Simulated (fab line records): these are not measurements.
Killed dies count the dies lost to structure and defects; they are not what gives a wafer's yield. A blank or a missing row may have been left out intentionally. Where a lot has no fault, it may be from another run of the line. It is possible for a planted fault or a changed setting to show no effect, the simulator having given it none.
Matching of chambers + flow n5_finfet + 4 sister chambers for N5_BEOL_M3_DESCUM_33 on rie_diel-03
The step chemistry O2, time 7 s. 4 wafers are shown with their chamber, then 9 later ones without.

## WAFERS WITH THEIR CHAMBER
| wafer  | chamber | drypump_motor_current_A (A) |
|--------|---------|-----------------------------|
| L091.2 | 2       | 5.5                         |
| L091.4 | 1       | 6.1                         |
| L091.5 | 0       | 5.1                         |
| L091.6 | 3       | 6.4                         |

## WAFERS WHOSE CHAMBER IS MISSING
| wafer  | drypump_motor_current_A (A) |
|--------|-----------------------------|
| L092.2 | 5.1                         |
| L092.3 | 6.4                         |
| L092.5 | 5.4                         |
| L095.2 | 5.1                         |
| L095.3 | 6.4                         |
| L095.4 | 6.1                         |
| L097.2 | 6.4                         |
| L097.3 | 6.1                         |
| L097.4 | 5.1                         |

## WHICH CHAMBER EACH ONE RAN IN
| wafer  | from the rows above | in truth |
|--------|---------------------|----------|
| L092.2 | 0                   | 0        |
| L092.3 | 3                   | 3        |
| L092.5 | 2                   | 2        |
| L095.2 | 0                   | 0        |
| L095.3 | 3                   | 3        |
| L095.4 | 1                   | 1        |
| L097.2 | 3                   | 3        |
| L097.3 | 1                   | 1        |
| L097.4 | 0                   | 0        |
Placed correctly: 9 of 9. Number that these rows cannot place: 0. Number placed wrongly: 0.
How it was worked out, from the rows above alone: a wafer's distance from a chamber is the root of the sum, over the readings, of the square of ((its reading less the chamber's mean) divided by the reading's scatter). The wafer belongs to the nearest chamber; if the next one is less than 2 further off, it can't be placed. For every chamber, the mean is computed from those of its wafers that are shown. The scatter: root of mean squared gap, hidden wafer to nearest shown wafer, with one shown wafer a chamber.
